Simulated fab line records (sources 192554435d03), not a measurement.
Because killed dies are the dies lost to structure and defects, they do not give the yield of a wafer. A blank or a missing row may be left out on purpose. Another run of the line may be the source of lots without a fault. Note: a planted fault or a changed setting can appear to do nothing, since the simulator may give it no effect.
Split-lot experiment | flow n5-finfet | 7 lots, 21 wafers read, on a route of 1938 steps

== THE SPLIT ITSELF ==
At N5_BEOL_M11_ETCH_66 (etches SOC in N2/H2, target depth 120 nm, overetch 24 nm, time 180 s), the setting time-s was moved away from the recipe's 180 s on 8 of the 21 wafers read, by -20.9% to +20.4%. All remaining wafers had this setting at the recipe value.

Reading taken at the split's own step.

== THE READING ==
SiARC_of_BEOL_M11_COAT_64.thk-nm (the simulator's own value, which no gauge read), in nm, at N5_BEOL_M11_ETCH_66 (etches SOC in N2/H2, target depth 120 nm, overetch 24 nm, time 180 s). The file does not state a usual value for it. The 13 wafers here that ran the recipe average 22.7 nm, standard deviation 0.22 nm.

wafer  | tool, chamber at the split | time-s as run, s | against the recipe | SiARC_of_BEOL_M11_COAT_64.thk-nm, nm | against lot-mates on the recipe
L078.2 | rie-diel-03, 2             | 216.7            | +20.4%             | 21                                   | no lot-mate on the recipe
L078.4 | rie-diel-03, 3             | 216.7            | +20.4%             | 20.8                                 | no lot-mate on the recipe
L078.5 | rie-diel-03, 1             | 216.7            | +20.4%             | 21.2                                 | no lot-mate on the recipe
L087.2 | rie-diel-03, 2             | 180              | recipe             | 22.6                                 | -
L087.5 | rie-diel-03, 3             | 142.4            | -20.9%             | 24                                   | +1.4
L087.6 | rie-diel-03, 2             | 142.4            | -20.9%             | 24.2                                 | +1.6
L088.1 | rie-diel-04, 0             | 180              | recipe             | 22.8                                 | -
L088.6 | rie-diel-04, 0             | 180              | recipe             | 22.8                                 | -
L088.2 | rie-diel-04, 3             | 180              | recipe             | 23                                   | -
L090.2 | rie-diel-05, 0             | 180              | recipe             | 22.6                                 | -
L090.3 | rie-diel-05, 1             | 180              | recipe             | 22.8                                 | -
L090.5 | rie-diel-05, 1             | 180              | recipe             | 22.8                                 | -
L095.2 | rie-diel-04, 1             | 215.4            | +19.7%             | 21.4                                 | -1.4
L095.3 | rie-diel-04, 2             | 180              | recipe             | 22.8                                 | -
L095.5 | rie-diel-04, 2             | 180              | recipe             | 22.8                                 | -
L096.1 | rie-diel-03, 0             | 149.3            | -17.1%             | 23.8                                 | +1.2
L096.2 | rie-diel-03, 3             | 180              | recipe             | 22.4                                 | -
L096.6 | rie-diel-03, 1             | 180              | recipe             | 22.8                                 | -
L097.3 | rie-diel-03, 3             | 180              | recipe             | 22.2                                 | -
L097.4 | rie-diel-03, 2             | 211.5            | +17.5%             | 21.2                                 | -1.1
L097.5 | rie-diel-03, 0             | 180              | recipe             | 22.4                                 | -

FIT RESULTS
A straight line over all 21 wafers: SiARC_of_BEOL_M11_COAT_64.thk-nm changes by -0.0743 nm for each +1% of time-s; r = -0.98; the points scatter about the line by 0.21 nm.
The same after taking each lot's own level away (the mean of its wafers on the recipe; 18 wafers): -0.0699 nm for each +1%; r = -0.99; scatter 0.11 nm.
The reading moves by 1.5 nm for the largest change in time-s, on that fit.
Across the lots, their own levels run from 22.30 to 22.87 nm, a range of 2.6 times the standard deviation given above.
The two slopes agree, so the slope changes little with the lot-to-lot level.
Check: +1.49 nm against its lot-mates is what the line predicts for one of the wafers moved furthest among these (-20.9%) when that wafer is left out of the fit. It came out at +1.4 nm against them.

== OTHER SPLITS ON THESE WAFERS ==
Before the reading, these wafers also passed through other splits. Each is held against what the fit with the lots' levels taken away leaves over:
other split on the same wafers | wafers away from the commonest value | r with SiARC_of_BEOL_M11_COAT_64.thk-nm (lot level and that fit taken away)
N5_BEOL_M11_DESCUM_16 time-s   | 9                                    | +0.12
N5_BEOL_M11_ETCH_62 time-s     | 6                                    | +0.02
N5_BEOL_M11_COAT_22 spin-rpm   | 4                                    | +0.36

== THE FILE'S OWN FIT ==
SiARC_of_BEOL_M11_COAT_64.thk-nm changes by -0.0694 nm for each +1% of time-s, r = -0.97.
